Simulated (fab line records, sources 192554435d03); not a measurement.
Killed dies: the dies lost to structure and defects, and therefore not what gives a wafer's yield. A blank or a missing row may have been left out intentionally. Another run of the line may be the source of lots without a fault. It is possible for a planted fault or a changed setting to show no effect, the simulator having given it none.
fab line records	flow n5Finfet
record lots=6	wafers=18	lastDay=16
route steps=1938 shown SD_EPI_P@308 PASSIVATION@1936
lots untouched by any fault: they come from a run of this same line in which no faults occurred
startH: the number of hours between the record's first day and the start of the first shown wafer of the lot	waitH: hours elapsed since this lot's preceding step	" same as the row above	L1.1+2: a row that stands for several wafers	- no value, or no start was given	* or withheld: withheld	< > ~ a bound
route shown NAME@n: NAME is a module with steps in the file, n the number in the route of the first one	usual: mean and standard deviation over wafers with no fault	same: alike in all rows	chamber/n: place in a boat	sites: readings site by site	_std_site: the values' standard deviation	_edge_site: outer sites' mean less inner sites'	radiusMm: for every site, how far away it sits from the centre of the wafer	mask NAME#n: copy n	behind: tool/chamber where the wafer was last shaped	hold: cause of the lot's hold/its duration in hours/its outcome	device: the n, p or np transistor that did not switch	end of line: at the end of the route, the tests of the same wafers	for a step that has no rows: nothing shown but its recipe	killed: the dies lost at the first sort to structure and to defects; this is not the yield of the wafer	map: a wafer's dies, x killed, . not, _ none there
set.NAME: the setting that was run; set.NAME@STEP: the one run at that earlier step	model.NAME: the simulator's own value behind a step, which no gauge read
a table for each step, a row for each wafer; lots at some steps of the route
services: a tool's chamber out of use, with start hour (startH, from the record's first day; less than 0 if before it), hours out, and reason
## steps
# step N5_SD_EPI_P_ETCH_37
# recipe chemistry=N2/H2	target=SOC	overetchA=1080	maskMaterial=SiARC	tempC=40	ionEnergyEv=100	sourceW=3000	biasW=133	pressureMtorr=20	timeS=486	n2FlowSccm=200	h2FlowSccm=200	ends=endPoint
# usual chamberPressureMTorr=20.000/0.018	drypumpMotorCurrentA=6.0/0.45	oesProductAu=0.68/0.05	rfVppV=240.6/1.6	showerheadPlenumPTorr=2.53/0.11	throttleValvePct=23.9/0.34
lot.wafer	tool	chamber	startH	waitH	chamberPressureMTorr	drypumpMotorCurrentA	oesProductAu	rfHoursCounterH	rfVppV	showerheadPlenumPTorr	throttleValvePct
L246.4	rieDiel-01	2	89.84	0.0	20.009	5.4	0.68	157	241.8	2.65	23.9
L246.5	"	3	"	"	19.987	5.4	0.71	-	241.4	2.59	24.7
L246.6	"	0	"	"	20.007	5.5	0.65	-	241.8	2.53	24.1
L247.1	rieDiel-06	2	100.10	0.0	19.986	5.6	0.64	220	239.8	2.48	24.2
L247.3	"	3	"	"	19.999	5.9	0.70	102	237.7	2.36	23.6
L247.5	"	0	"	"	19.997	6.5	0.68	-	240.1	2.44	23.5
L250.3	rieDiel-03	3	115.68	0.0	19.967	5.8	0.71	90	240.1	2.48	23.6
L250.4	"	1	"	"	20.010	6.8	0.63	182	240.5	2.41	24.0
L250.6	"	1	"	"	20.007	6.8	0.63	-	237.7	2.41	24.0
L254.4	rieDiel-03	3	139.00	0.0	19.979	5.8	0.71	95	238.2	2.47	23.6
L254.5	"	3	"	"	20.016	5.8	0.71	-	239.0	2.47	23.6
L254.6	"	2	"	"	19.981	6.2	0.63	-	241.4	2.63	23.6
L255.2	rieDiel-06	2	144.41	0.0	20.009	5.6	0.63	234	240.4	2.48	24.2
L255.5	"	0	"	"	20.019	6.5	0.67	-	241.6	2.43	23.5
L255.6	"	1	"	"	19.993	6.5	0.80	-	242.3	2.71	23.8
L258.1	rieDiel-01	3	167.85	0.0	19.962	5.4	0.69	135	240.9	2.58	24.7
L258.3	"	0	"	"	20.016	5.5	0.64	217	238.3	2.52	24.1
L258.5	"	3	"	"	19.998	5.4	0.69	-	241.0	2.58	24.7
# step N5_SD_EPI_P_STRIP_38
# recipe chemistry=N2/H2	tempC=40	n2FlowSccm=200	h2FlowSccm=200	rfFrequencyHz=6e+07
# step N5_SD_EPI_P_ETCHBACK_46
# recipe chemistry=CH3F/O2	mode=anisotropicEtchback	target=SiNx	targetDepthA=175	stopOn=SiO2	overEtchFrac=0.3	ionEnergyEv=120	pressureMtorr=30	sourceW=395	biasW=73	Ar_flow_sccm=150	CH3F_flow_sccm=30	O2_flow_sccm=20
# usual chamberPressureMTorr=30.001/0.027	drypumpMotorCurrentA=5.9/0.44	mfcArSccm=150.0/0.49	oes_f_703_au=0.76/0.061	oesProductAu=0.65/0.047	rfVppV=296/9.4	showerheadPlenumPTorr=2.00/0.081	throttleValvePct=16.45/0.29
lot.wafer	tool	chamber	startH	waitH	chamberPressureMTorr	drypumpMotorCurrentA	mfcArSccm	oes_f_703_au	oesProductAu	rfHoursCounterH	rfVppV	showerheadPlenumPTorr	throttleValvePct
L246.4	rieDiel-01	2	90.17	0.0	29.924	5.5	150.1	0.74	0.64	157	302	2.09	16.42
L246.5	"	3	"	"	30.016	5.4	150.4	0.79	0.67	-	295	2.01	16.61
L246.6	"	0	"	"	30.031	5.5	149.8	0.72	0.62	-	291	2.00	16.65
L247.1	rieDiel-06	2	100.42	0.0	29.999	5.6	150.1	0.72	0.61	220	299	1.98	16.88
L247.3	"	3	"	"	29.981	5.9	151.0	0.83	0.67	102	283	1.86	16.05
L247.5	"	0	"	"	29.999	6.5	149.5	0.80	0.65	-	286	1.92	16.08
L250.3	rieDiel-03	3	116.01	0.0	29.990	5.8	150.8	0.84	0.68	90	294	1.96	16.11
L250.4	"	1	"	"	30.027	6.8	149.8	0.75	0.61	182	295	1.91	16.69
L250.6	"	1	"	"	29.988	6.8	149.3	0.75	0.61	-	292	1.92	16.68
L254.4	rieDiel-03	3	139.33	0.0	29.998	5.8	150.2	0.83	0.68	96	293	1.96	16.10
L254.5	"	3	"	"	30.020	5.8	149.5	0.83	0.67	-	293	1.96	16.10
L254.6	"	2	"	"	29.989	6.2	150.1	0.65	0.61	-	318	2.06	16.50
L255.2	rieDiel-06	2	144.73	0.0	29.992	5.7	149.9	0.70	0.60	235	299	1.98	16.91
L255.5	"	0	"	"	29.953	6.5	149.9	0.80	0.64	-	286	1.92	16.10
L255.6	"	1	"	"	29.988	6.5	150.0	0.85	0.76	-	300	2.13	16.27
L258.1	rieDiel-01	3	168.18	0.0	30.014	5.4	148.8	0.77	0.66	135	295	2.01	16.65
L258.3	"	0	"	"	30.014	5.5	150.3	0.70	0.61	217	289	1.99	16.68
L258.5	"	3	"	"	30.012	5.4	150.2	0.76	0.66	-	296	2.01	16.64
# step N5_SD_EPI_P_ETCH_47
# recipe chemistry=CH3F/O2	target=SiOCN	targetDepthA=250	maskMaterial=SOC	ionEnergyEv=60	biasW=29	pressureMtorr=30	sourceW=410	Ar_flow_sccm=150	CH3F_flow_sccm=30	O2_flow_sccm=20
# usual chamberPressureMTorr=30.000/0.028	drypumpMotorCurrentA=5.9/0.44	mfcArSccm=150.0/0.39	oes_f_703_au=0.76/0.062	oesProductAu=0.76/0.059	rfVppV=127/3.9	showerheadPlenumPTorr=2.00/0.081	throttleValvePct=16.42/0.29
lot.wafer	tool	chamber	startH	waitH	chamberPressureMTorr	drypumpMotorCurrentA	mfcArSccm	oes_f_703_au	oesProductAu	rfHoursCounterH	rfVppV	showerheadPlenumPTorr	throttleValvePct
L246.4	rieDiel-01	2	90.27	0.1	30.031	5.4	150.2	0.74	0.74	157	129	2.09	16.43
L246.5	"	3	"	"	30.016	5.4	149.4	0.79	0.80	-	126	2.01	16.59
L246.6	"	0	"	"	30.009	5.5	149.7	0.72	0.71	-	123	2.00	16.63
L247.1	rieDiel-06	2	100.52	0.1	29.997	5.7	149.9	0.71	0.72	220	128	1.98	16.88
L247.3	"	3	"	"	29.959	5.9	149.5	0.83	0.80	102	122	1.86	16.03
L247.5	"	0	"	"	30.034	6.5	150.0	0.81	0.77	-	123	1.92	16.05
L250.3	rieDiel-03	3	116.11	0.1	30.052	5.9	150.4	0.84	0.82	90	127	1.96	16.07
L250.4	"	1	"	"	29.978	6.8	150.5	0.75	0.70	182	125	1.92	16.66
L250.6	"	1	"	"	30.019	6.8	149.5	0.75	0.70	-	125	1.92	16.67
L254.4	rieDiel-03	3	139.43	0.1	29.955	5.9	150.3	0.83	0.81	96	125	1.96	16.08
L254.5	"	3	"	"	30.017	5.8	150.7	0.83	0.80	-	126	1.96	16.09
L254.6	"	2	"	"	30.007	6.2	150.3	0.65	0.70	-	136	2.06	16.49
L255.2	rieDiel-06	2	144.83	0.1	29.942	5.7	149.8	0.70	0.71	235	128	1.98	16.89
L255.5	"	0	"	"	30.001	6.5	149.8	0.80	0.75	-	122	1.92	16.09
L255.6	"	1	"	"	30.013	6.5	149.6	0.84	0.91	-	129	2.13	16.24
L258.1	rieDiel-01	3	168.28	0.1	30.008	5.4	150.0	0.76	0.77	135	126	2.01	16.61
L258.3	"	0	"	"	30.039	5.5	149.5	0.71	0.69	217	125	1.99	16.65
L258.5	"	3	"	"	30.003	5.4	150.0	0.76	0.77	-	126	2.01	16.62
# step N5_SD_EPI_P_ETCH_16
# recipe chemistry=CHF3/O2	target=SiO2	targetDepthA=50	maskMaterial=SOC	pressureMtorr=30	sourceW=650	biasW=170	Ar_flow_sccm=200	CHF3_flow_sccm=50	O2_flow_sccm=5	ionEnergyEv=200
# usual chamberPressureMTorr=30.00/0.031	drypumpMotorCurrentA=5.9/0.44	mfcArSccm=200.0/0.55	oes_f_703_au=0.76/0.059	oesProductAu=0.76/0.059	rfVppV=522/17	showerheadPlenumPTorr=2.41/0.096	throttleValvePct=19.00/0.3
lot.wafer	tool	chamber	startH	waitH	chamberPressureMTorr	drypumpMotorCurrentA	mfcArSccm	oes_f_703_au	oesProductAu	rfHoursCounterH	rfVppV	showerheadPlenumPTorr	throttleValvePct
L246.4	rieDiel-01	2	90.37	0.1	30.00	5.4	198.7	0.74	0.74	157	533	2.51	18.99
L246.5	"	3	"	"	29.99	5.4	200.0	0.79	0.80	-	519	2.43	19.20
L246.6	"	0	"	"	30.02	5.5	200.2	0.72	0.71	-	510	2.40	19.15
L247.1	rieDiel-06	2	100.62	0.1	29.93	5.6	199.6	0.71	0.72	220	529	2.39	19.47
L247.3	"	3	"	"	29.99	5.9	199.4	0.82	0.79	102	498	2.25	18.63
L247.5	"	0	"	"	30.01	6.5	200.3	0.80	0.77	-	503	2.31	18.57
L250.3	rieDiel-03	3	116.21	0.1	30.01	5.8	200.1	0.83	0.81	90	517	2.35	18.60
L250.4	"	1	"	"	30.01	6.8	199.8	0.74	0.70	182	516	2.31	19.25
L250.6	"	1	"	"	30.01	6.8	199.5	0.74	0.69	-	516	2.31	19.23
L254.4	rieDiel-03	3	139.53	0.1	30.04	5.8	200.4	0.82	0.80	96	518	2.35	18.61
L254.5	"	3	"	"	30.02	5.8	200.4	0.81	0.80	-	516	2.35	18.62
L254.6	"	2	"	"	29.97	6.2	200.4	0.66	0.70	-	562	2.49	19.06
L255.2	rieDiel-06	2	144.93	0.1	30.00	5.6	200.0	0.70	0.71	235	527	2.38	19.48
L255.5	"	0	"	"	29.95	6.5	199.9	0.79	0.76	-	503	2.31	18.61
L255.6	"	1	"	"	30.00	6.5	200.4	0.85	0.90	-	530	2.56	18.85
L258.1	rieDiel-01	3	168.38	0.1	30.01	5.4	200.3	0.76	0.77	135	519	2.42	19.21
L258.3	"	0	"	"	29.99	5.5	199.8	0.71	0.70	217	510	2.39	19.19
L258.5	"	3	"	"	30.00	5.4	200.7	0.77	0.77	-	519	2.42	19.22
# step N5_SD_EPI_P_STRIP_50
# recipe chemistry=CHF3/O2	resist=SiARC	rfFrequencyHz=6e+07
# step N5_SD_EPI_P_SD_RECESS_17
# recipe chemistry=HBr/Cl2/O2	targetDepthA=391	btTimeS=3	pressureMtorr=10	icpW=800	biasW=112	HBr_flow_sccm=150	Cl2_flow_sccm=80	O2_flow_sccm=12
# usual chamberPressureMTorr=10.000/0.0089	drypumpMotorCurrentA=5.7/0.46	oesProductAu=0.987/0.015	throttleValvePct=37.2/0.37
lot.wafer	tool	chamber	startH	waitH	chamberPressureMTorr	drypumpMotorCurrentA	oesProductAu	rfHoursCounterH	throttleValvePct
L246.4	rieSi-01	3	90.44	0.0	9.991	5.8	0.992	34	37.5
L246.5	"	1	"	"	9.994	5.2	0.988	-	36.8
L246.6	"	2	"	"	10.012	5.8	0.965	-	36.8
L247.1	rieSi-04	1	100.69	0.0	10.001	5.5	0.963	86	36.8
L247.3	"	0	"	"	9.996	5.5	0.990	110	37.2
L247.5	"	1	"	"	9.999	5.5	0.967	-	36.8
L250.3	rieSi-01	0	116.28	0.0	10.001	5.0	0.998	148	36.9
L250.4	"	2	"	"	10.010	5.7	0.969	69	36.8
L250.6	"	1	"	"	9.985	5.2	0.992	-	36.8
L254.4	rieSi-06	1	139.60	0.0	9.998	6.4	1.010	46	37.8
L254.5	"	3	"	"	10.007	6.2	0.994	-	37.6
L254.6	"	0	"	"	9.997	5.9	0.968	-	36.9
L255.2	rieSi-01	1	145.01	0.0	9.998	5.2	0.985	10	36.8
L255.5	"	2	"	"	10.002	5.8	0.963	-	36.8
L255.6	"	3	"	"	9.996	5.8	0.986	-	37.4
L258.1	rieSi-04	2	168.45	0.0	10.006	6.5	1.006	21	37.8
L258.3	"	3	"	"	9.988	5.6	0.981	145	37.2
L258.5	"	3	"	"	10.014	5.6	0.983	-	37.2
# step N5_SD_EPI_P_WET_ETCH_45
# recipe chemistry=dHF	dilution=withheld	timeS=10.7	target=SiO2	targetDepthA=20	tempC=25	dry=ipaMarangoni	rinseTimeS=30	rinseTempC=23
# step N5_SD_EPI_P_STRIP_40
# recipe chemistry=N2/H2	powerW=1000	tempC=250	h2Frac=0.65	overashFraction=0.3	pressureMtorr=withheld	n2FlowSccm=1750	h2FlowSccm=3250
# step N5_SD_EPI_P_PRECLEAN_52
# recipe chemistry=O3/DIW	timeS=60	tempC=22	o3Ppm=10
# step N5_SD_EPI_P_SRD_20
# recipe dry=ipaMarangoni	doPpb=5	timeS=30	tempC=23	rinseLiquid=diw
# step N5_SD_EPI_P_PRECLEAN_51
# recipe chemistry=NF3:NH3	afsCycles=1	tempC=30	timeS=20	sublimationTempC=180	sublimationTimeS=60	pressureTorr=3	rfPowerW=30
# step N5_SD_EPI_P_VAPOR_ETCH_44
# recipe chemistry=NF3/Ar	target=SiGe30	tempC=25	timeS=3.3	mode=isotropic
# usual susceptorTempC=25.02/0.11
lot.wafer	tool	chamber	startH	waitH	susceptorTempC
L246.4	epiRpcvd-01	0	91.03	0.1	25.05
L246.5	"	0	"	"	24.91
L246.6	"	0	"	"	25.03
L246.4	epiRpcvd-01	0	91.38	0.3	25.06
L246.5	"	0	"	"	24.97
L246.6	"	0	"	"	25.03
L247.1	epiRpcvd-02	0	101.27	0.1	25.09
L247.3	"	0	"	"	24.92
L247.5	"	0	"	"	25.06
L247.1	epiRpcvd-02	0	101.61	0.3	24.86
L247.3	"	0	"	"	25.02
L247.5	"	0	"	"	24.91
L250.3	epiRpcvd-02	0	116.82	0.1	25.11
L250.4	"	0	"	"	24.83
L250.6	"	0	"	"	24.95
L254.4	epiRpcvd-01	0	140.26	0.2	24.95
L254.5	"	0	"	"	24.96
L254.6	"	0	"	"	24.86
L255.2	epiRpcvd-04	0	145.52	0.1	24.92
L255.5	"	0	"	"	24.82
L255.6	"	0	"	"	24.85
L258.1	epiRpcvd-02	0	168.94	0.1	25.13
L258.3	"	0	"	"	25.20
L258.5	"	0	"	"	25.04
# step N5_SD_EPI_P_EPI_21
# recipe material=SiGe:B	dopant=B	tempC=550	pressureTorr=20	ambient=H2	timeS=355
# step N5_PASSIVATION_PROBE_49
# usual killed_at_M0_to_M3=34/11	killed_at_M4_up=13/5.2	killedAtContacts=13/6.3	killedAtFrontEnd=40/14	killedAtOther=3.2/2.4	killedDies=104/19	killedOpen=69/14	killedShort=32/7.5
# same grossDies=1180	killedAtBackSide=0
lot.wafer	tool	chamber	startH	waitH	killed_at_M0_to_M3	killed_at_M4_up	killedAtContacts	killedAtFrontEnd	killedAtOther	killedDies	killedOpen	killedShort
L246.4	prober-01	-	315.09	0.2	47	16	9	29	5	106	70	33
L246.5	prober-01	-	315.14	0.2	57	15	10	27	2	111	71	34
L246.6	prober-01	-	315.19	0.3	32	10	24	24	5	95	65	28
L250.3	prober-02	-	329.00	0.1	40	7	11	27	2	87	58	28
L250.4	prober-02	-	329.05	0.2	34	11	15	29	5	94	58	35
L250.6	prober-02	-	329.15	0.3	44	19	15	44	5	127	83	40
L254.4	prober-02	-	347.55	0.2	31	13	15	58	6	123	87	34
L254.5	prober-02	-	347.60	0.2	39	15	15	80	3	152	107	38
L254.6	prober-02	-	347.65	0.3	48	23	15	63	0	149	99	46
L255.2	prober-02	-	364.54	0.1	52	21	21	39	5	138	95	41
L255.5	prober-02	-	364.69	0.2	32	9	13	33	4	91	58	27
L255.6	prober-02	-	364.74	0.3	64	8	11	38	4	125	83	39
L258.1	prober-01	-	393.34	0.0	36	6	36	25	3	106	77	28
L258.3	prober-01	-	393.44	0.1	25	10	18	23	1	77	59	15
L258.5	prober-01	-	393.54	0.2	31	17	12	38	8	106	76	30
# killed by level:class
L246.4 BEOL_M0_SAQP:geometricParticle:open=12 BEOL_M0_SAQP:geometricParticle:short=10 BEOL_M3:geometricParticle:open=10 MOL_CONTACT_COAG:geometricParticle:open=8 BEOL_M2:geometricParticle:open=8 STI_FIN_REVEAL:geometricParticle:open=7 DUMMY_GATE:geometricParticle:open=5 STARTING-WAFER:geometricParticle:short=5
L246.5 BEOL_M2:geometricParticle:open=16 BEOL_M0_SAQP:geometricParticle:open=13 BEOL_M0_SAQP:geometricParticle:short=8 BEOL_M6:geometricParticle:open=7 STI_FIN_REVEAL:geometricParticle:open=6 MOL_CONTACT_COAG:geometricParticle:open=6 BEOL_M1:geometricParticle:open=5 BEOL_M2:geometricParticle:short=5
L246.6 MOL_CONTACT_COAG:geometricParticle:open=18 STI_FIN_REVEAL:geometricParticle:open=8 BEOL_M0_SAQP:geometricParticle:short=7 BEOL_M3:geometricParticle:open=7 STARTING-WAFER:geometricParticle:open=6 MOL_CONTACT_COAG:geometricParticle:short=6 BEOL_M0_SAQP:geometricParticle:open=6 BEOL_M1:geometricParticle:open=3
L250.3 BEOL_M2:geometricParticle:open=12 MOL_CONTACT_COAG:geometricParticle:open=8 BEOL_M0_SAQP:geometricParticle:open=7 GATE_CUT:geometricParticle:open=7 BEOL_M3:geometricParticle:open=6 BEOL_M0_SAQP:geometricParticle:short=5 FIN_SAQP:geometricParticle:open=4 FIN_SAQP:geometricParticle:short=4
L250.4 MOL_CONTACT_COAG:geometricParticle:open=9 BEOL_M2:geometricParticle:open=8 MOL_CONTACT_COAG:geometricParticle:short=6 BEOL_M0_SAQP:geometricParticle:open=6 FIN_SAQP:geometricParticle:open=5 FIN_SAQP:geometricParticle:short=5 DUMMY_GATE:geometricParticle:open=5 BEOL_M0_SAQP:geometricParticle:short=5
L250.6 MOL_CONTACT_COAG:geometricParticle:open=11 BEOL_M0_SAQP:geometricParticle:short=10 BEOL_M2:geometricParticle:open=10 FIN_SAQP:geometricParticle:open=9 BEOL_M0_SAQP:geometricParticle:open=8 STI_FIN_REVEAL:geometricParticle:open=7 FIN_SAQP:geometricParticle:short=6 DUMMY_GATE:geometricParticle:open=5
L254.4 FIN_SAQP:geometricParticle:open=15 MOL_CONTACT_COAG:geometricParticle:open=13 STI_FIN_REVEAL:geometricParticle:open=12 BEOL_M2:geometricParticle:open=9 BEOL_M4:geometricParticle:open=8 BEOL_M0_SAQP:geometricParticle:open=6 BEOL_M0_SAQP:geometricParticle:short=6 DUMMY_GATE:geometricParticle:open=5
L254.5 STI_FIN_REVEAL:geometricParticle:open=33 MOL_CONTACT_COAG:geometricParticle:open=13 FIN_SAQP:geometricParticle:open=12 BEOL_M0_SAQP:geometricParticle:short=11 BEOL_M0_SAQP:geometricParticle:open=9 BEOL_M4:geometricParticle:open=9 STI_FIN_REVEAL:geometricParticle:short=7 BEOL_M3:geometricParticle:open=6
L254.6 STI_FIN_REVEAL:geometricParticle:open=15 FIN_SAQP:geometricParticle:open=13 MOL_CONTACT_COAG:geometricParticle:open=12 BEOL_M4:geometricParticle:open=12 FIN_SAQP:geometricParticle:short=9 BEOL_M2:geometricParticle:open=9 BEOL_M0:geometricParticle:open=7 BEOL_M0_SAQP:geometricParticle:open=7
L255.2 MOL_CONTACT_COAG:geometricParticle:open=15 BEOL_M4:geometricParticle:open=15 BEOL_M0_SAQP:geometricParticle:short=12 BEOL_M0_SAQP:geometricParticle:open=12 BEOL_M3:geometricParticle:open=9 FIN_SAQP:geometricParticle:open=9 STI_FIN_REVEAL:geometricParticle:open=6 DUMMY_GATE:geometricParticle:open=6
L255.5 FIN_SAQP:geometricParticle:open=8 MOL_CONTACT_COAG:geometricParticle:open=8 BEOL_M0_SAQP:geometricParticle:open=8 BEOL_M0_SAQP:geometricParticle:short=7 BEOL_M2:geometricParticle:open=7 DUMMY_GATE:geometricParticle:open=5 BEOL_M0:geometricParticle:open=5 PASS1_DEP:geometricParticle:short=4
L255.6 BEOL_M0_SAQP:geometricParticle:open=15 BEOL_M1:geometricParticle:open=15 GATE_CUT:geometricParticle:short=10 BEOL_M3:geometricParticle:open=9 MOL_CONTACT_COAG:geometricParticle:open=8 BEOL_M0_SAQP:geometricParticle:short=8 BEOL_M2:geometricParticle:open=7 STI_FIN_REVEAL:geometricParticle:open=5
L258.1 MOL_CONTACT_COAG:geometricParticle:open=29 BEOL_M2:geometricParticle:open=11 STI_FIN_REVEAL:geometricParticle:open=9 MOL_CONTACT_COAG:geometricParticle:short=7 BEOL_M0_SAQP:geometricParticle:short=6 BEOL_M0:geometricParticle:open=5 BEOL_M3:geometricParticle:open=5 FIN_SAQP:geometricParticle:short=3
L258.3 MOL_CONTACT_COAG:geometricParticle:open=17 BEOL_M3:geometricParticle:open=7 BEOL_M1:geometricParticle:open=6 STARTING-WAFER:geometricParticle:open=5 GATE_CUT:geometricParticle:short=4 BEOL_M0:geometricParticle:open=4 STI_FIN_REVEAL:geometricParticle:open=3 BEOL_M2:geometricParticle:open=3
L258.5 MOL_CONTACT_COAG:geometricParticle:open=11 STI_FIN_REVEAL:geometricParticle:open=10 GATE_CUT:geometricParticle:short=8 BEOL_M3:geometricParticle:open=7 BEOL_M0:geometricParticle:open=6 FIN_SAQP:geometricParticle:short=5 BEOL_M0_SAQP:geometricParticle:short=5 BEOL_M5:geometricParticle:open=5
## services
tool	chamber	startH	hours	kind
rieSi-04	3	66.80	8.6	repair
rieDiel-01	0	90.51	8.2	repair
rieDiel-06	0	92.45	4.8	repair
rieSi-01	-	95.36	2.8	pm
rieDiel-01	0	116.14	1.5	repair
rieDiel-01	2	127.11	6.6	repair
rieDiel-03	2	140.26	5.8	repair
rieDiel-06	1	154.34	5.2	repair
## key
firstSign step=N5_SD_EPI_P_VAPOR_ETCH_44	reading=visit	direction=added
effect none on later readings
metAt N5_SD_EPI_P_VAPOR_ETCH_44
struckWafers L246.4,L246.5,L246.6,L247.1,L247.3,L247.5
rowsEnd L247.1,L247.3,L247.5
testerLeftOut L246
fault kind=repeatedStepWhole	tool=epiRpcvd-01,epiRpcvd-02,epiRpcvd-04	chamber=-	onsetH=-	steps=N5_SD_EPI_P_VAPOR_ETCH_44	times=1	scope=struckLotsOnly
# testerLeftOut: of these lots the tester's yield and bins aren't shown, on N5 and GAA mostly nor the transistor test; their killed dies are dies lost to structure and defects alone, not to doping, threshold or leakage, so they don't give the yield
# rowsEnd: these wafers met a further fault down the route, and their rows from its step on are left out
